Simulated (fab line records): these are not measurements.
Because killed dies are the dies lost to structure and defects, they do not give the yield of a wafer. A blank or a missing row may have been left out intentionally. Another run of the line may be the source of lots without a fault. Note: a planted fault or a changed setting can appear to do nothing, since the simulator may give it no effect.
Which tool is to blame? :: flow n5 finfet :: 36 wafers from 12 lots sampled at 3 of the route's 1938 steps

## WHAT THE GAUGES READ, wafer by wafer
N5_BEOL_M5_CD_MEAS_35: target cd 28 nm, target cd y 24 nm.
lot: L075
measured: day 8 09:15
on: cd sem-01
cd nm (nm): 28.0 27.9 27.8

lot: L077
measured: day 8 22:47
on: cd sem-02
cd nm (nm): 28.2 28.5 27.6

lot: L079
measured: day 9 16:14
on: cd sem-02
cd nm (nm): 27.5 27.8 27.8

lot: L081
measured: day 10 09:22
on: cd sem-01
cd nm (nm): 27.7 27.5 27.3

lot: L082
measured: day 11 20:11
on: cd sem-02
cd nm (nm): 27.8 27.8 28.1

lot: L086
measured: day 12 03:13
on: cd sem-01
cd nm (nm): 27.8 28.3 28.3

lot: L084
measured: day 12 06:50
on: cd sem-02
cd nm (nm): 27.7 27.6 27.7

lot: L088
measured: day 13 06:09
on: cd sem-03
cd nm (nm): 28.0 27.5 27.8

lot: L094
measured: day 13 14:30
on: cd sem-03
cd nm (nm): 27.9 28.6 28.0

lot: L093
measured: day 14 04:35
on: cd sem-01
cd nm (nm): 27.3 27.3 28.4

lot: L092
measured: day 14 11:05
on: cd sem-03
cd nm (nm): 27.8 28.4 28.0

lot: L097
measured: day 14 21:41
on: cd sem-03
cd nm (nm): 28.0 27.9 27.7

## TOOL THAT RAN EACH LOT (tool first, then ch and the chambers of the sampled wafers, then the start)
lot: L075
N5_BEOL_M5_ETCH_75: rie diel-03 ch 0,1, day 8 08:42
N5_BEOL_M5_STRIP_36: rie diel-03 ch 0,1, day 8 08:53

lot: L077
N5_BEOL_M5_ETCH_75: rie diel-01 ch 0,1, day 8 22:15
N5_BEOL_M5_STRIP_36: rie diel-01 ch 0,1, day 8 22:26

lot: L079
N5_BEOL_M5_ETCH_75: rie diel-01 ch 2, day 9 14:58
N5_BEOL_M5_STRIP_36: rie diel-01 ch 2, day 9 15:33

lot: L081
N5_BEOL_M5_ETCH_75: rie diel-03 ch 0,2,3, day 10 08:50
N5_BEOL_M5_STRIP_36: rie diel-03 ch 0,2,3, day 10 09:01

lot: L082
N5_BEOL_M5_ETCH_75: rie diel-01 ch 0,2,3, day 11 19:38
N5_BEOL_M5_STRIP_36: rie diel-01 ch 0,2,3, day 11 19:50

lot: L086
N5_BEOL_M5_ETCH_75: rie diel-01 ch 1,2,3, day 12 02:40
N5_BEOL_M5_STRIP_36: rie diel-01 ch 1,2,3, day 12 02:52

lot: L084
N5_BEOL_M5_ETCH_75: rie diel-04 ch 0,1,3, day 12 06:18
N5_BEOL_M5_STRIP_36: rie diel-04 ch 0,1,3, day 12 06:29

lot: L088
N5_BEOL_M5_ETCH_75: rie diel-03 ch 2,3, day 13 05:37
N5_BEOL_M5_STRIP_36: rie diel-03 ch 2,3, day 13 05:49

lot: L094
N5_BEOL_M5_ETCH_75: rie diel-01 ch 0,1,2, day 13 13:58
N5_BEOL_M5_STRIP_36: rie diel-01 ch 0,1,2, day 13 14:09

lot: L093
N5_BEOL_M5_ETCH_75: rie diel-01 ch 0,1,3, day 14 04:02
N5_BEOL_M5_STRIP_36: rie diel-01 ch 0,1,3, day 14 04:14

lot: L092
N5_BEOL_M5_ETCH_75: rie diel-03 ch 0,1,3, day 14 10:32
N5_BEOL_M5_STRIP_36: rie diel-03 ch 0,1,3, day 14 10:44

lot: L097
N5_BEOL_M5_ETCH_75: rie diel-04 ch 0,1, day 14 21:08
N5_BEOL_M5_STRIP_36: rie diel-04 ch 0,1, day 14 21:19
- N5_BEOL_M5_ETCH_75: etches underlayer in N2/H2, target depth 6.5 nm, time 5.2 s.
- N5_BEOL_M5_STRIP_36: strips in N2/H2.

## THE ANSWER, worked out from the rows above alone
Rule: what is usual is taken from the lots themselves. The widest of any qualifying gaps counts: lots, ordered by their means at a reading, are off when they make up no more than a third of the lots, leave a main group of 4 or more, and stand apart from it by 3 or more times the standard deviation of that group's means. A main group whose means are all the same, to the digits that the tables above print for the reading, isn't used. Also off: a lot with no number at a reading for which 4 or more lots have one. All remaining lots with rows at the step are treated as sound.
No lot is off on any of the readings shown, so nothing can be concluded from this.

## WHAT WAS PUT IN BY THE SIMULATOR
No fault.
